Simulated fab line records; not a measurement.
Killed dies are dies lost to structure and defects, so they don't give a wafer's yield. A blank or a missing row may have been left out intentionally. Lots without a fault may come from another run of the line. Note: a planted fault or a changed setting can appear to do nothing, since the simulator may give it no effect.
Comparing a struck lot with a sound one :: flow n5 finfet :: 13 out of 1938 route steps
Sound: the wafers L595.1, L595.2, L595.4. Struck: wafers L594.1, L594.2, L594.6. The cause comes at the end.
At each step with rows: each side's tool, then ch and its chambers, then its first start. Under that, the readings that differ: sound wafers :: struck wafers :: difference of the means :: sigmas: that difference in standard deviations of wafers without a fault.
alike: same words and numbers on both sides, and readings whose means sit less than 2 such deviations apart. not compared: any withheld reading, any reading some wafer has no value for, any bound like >300 that may hide the same value, and any number with overlapping values for which the record gives no deviation.
A row with sigmas, a row that says differs or no value, or rows on one side alone: a step with any of these is where the two part. Numbers that have no deviation but don't overlap get no sigmas and don't part them. A reading that every wafer of one side lacks parts them only if that side has two wafers or more.

first, 9 steps without rows for these wafers: N5_BEOL_M0_SAQP_PEB_12 (peb time 60 s); N5_BEOL_M0_SAQP_DEVELOP_13 (develop time 30 s); N5_BEOL_M0_SAQP_DESCUM_19 (chemistry O2, time 7.9 s); N5_BEOL_M0_SAQP_ETCH_83 (etches SiARC in CF4, target depth 39 nm, time 65 s); N5_BEOL_M0_SAQP_ETCH_84 (etches SOC in N2/H2, target depth 100 nm, overetch 20 nm, time 150 s); N5_BEOL_M0_SAQP_STRIP_80 (strips in N2/H2); N5_BEOL_M0_SAQP_HM_OPEN_112 (chemistry CHF3/O2, target SiO2, stops on a-Si, target depth 12 nm, time 13.5 s); N5_BEOL_M0_SAQP_STRIP_113 (strips in CHF3/O2); N5_BEOL_M0_SAQP_MANDREL_ETCH_20 (etches a-Si in HBr/Cl2, stops on SiNx, target depth 60 nm, bt time 10 s, time 30 s).
N5_BEOL_M0_SAQP_STRIP_86: strips in N2/H2.
  sound on rie diel-04 ch 0,1,2, day 8 15:28; struck on rie diel-03 ch 0,3, day 8 18:35
  no value came back on the struck wafers for any of 8 readings (bias power w (W), chamber pressure mTorr (mTorr) and others); on the sound wafers bias power w (W) reads 27.91 27.97 28.12
reading: model.SOC_of_BEOL_M0_SAQP_COAT_81.thk nm (nm)
sound: 0 0 0
struck: 77 75.6 76.8
difference: +76
sigmas: 
then, 1 step without rows for these wafers: N5_BEOL_M0_SAQP_STRIP_115 (strips in post etch residue remover, time 60 s).
N5_BEOL_M4_RC_MEAS_101:
  the record has rows for the sound wafers here (prober-01 ch 0, day 11 17:09) and none for the struck ones
-- record jumps: 8 days separate the struck wafers' starts on either side; left off in module BEOL_M4, taken up again in module PASSIVATION, whose first shown step is the route's number 1936 --
N5_PASSIVATION_PROBE_49:
  sound on prober-02 at day 16 12:20; struck on prober-02 at day 17 06:17
reading: defect limited yield (%)
sound: 91.3 91.4 90.8
struck: 0 0 0
difference: -91
sigmas: -65

reading: killed_at_M0_to_M3
sound: 30 34 42
struck: 1117 1129 1117
difference: +1086
sigmas: +99

reading: killed dies
sound: 103 101 109
struck: 1180 1180 1180
difference: +1076
sigmas: +63

reading: killed on rim
sound: 15 9 19
struck: 152 152 152
difference: +138
sigmas: +33

reading: sort_bin_5_function (%)
sound: 5.0 4.8 5.9
struck: 96.5 96.4 95.2
difference: +90.8
sigmas: +93

reading: sort n pass
sound: 1077 1079 1071
struck: 0 0 0
difference: -1076
sigmas: -51

reading: sort yield pct (%)
sound: 91.3 91.4 90.8
struck: 0 0 0
difference: -91
sigmas: -54
  alike: killed_at_M4_up, killed at contacts, killed at front end, killed at other, killed open, killed short, sort_bin_6_memory

WHERE THEY PART
Earliest at N5_BEOL_M0_SAQP_STRIP_86; latest, in this record, at N5_PASSIVATION_PROBE_49.

WHY: whatever the simulator had introduced
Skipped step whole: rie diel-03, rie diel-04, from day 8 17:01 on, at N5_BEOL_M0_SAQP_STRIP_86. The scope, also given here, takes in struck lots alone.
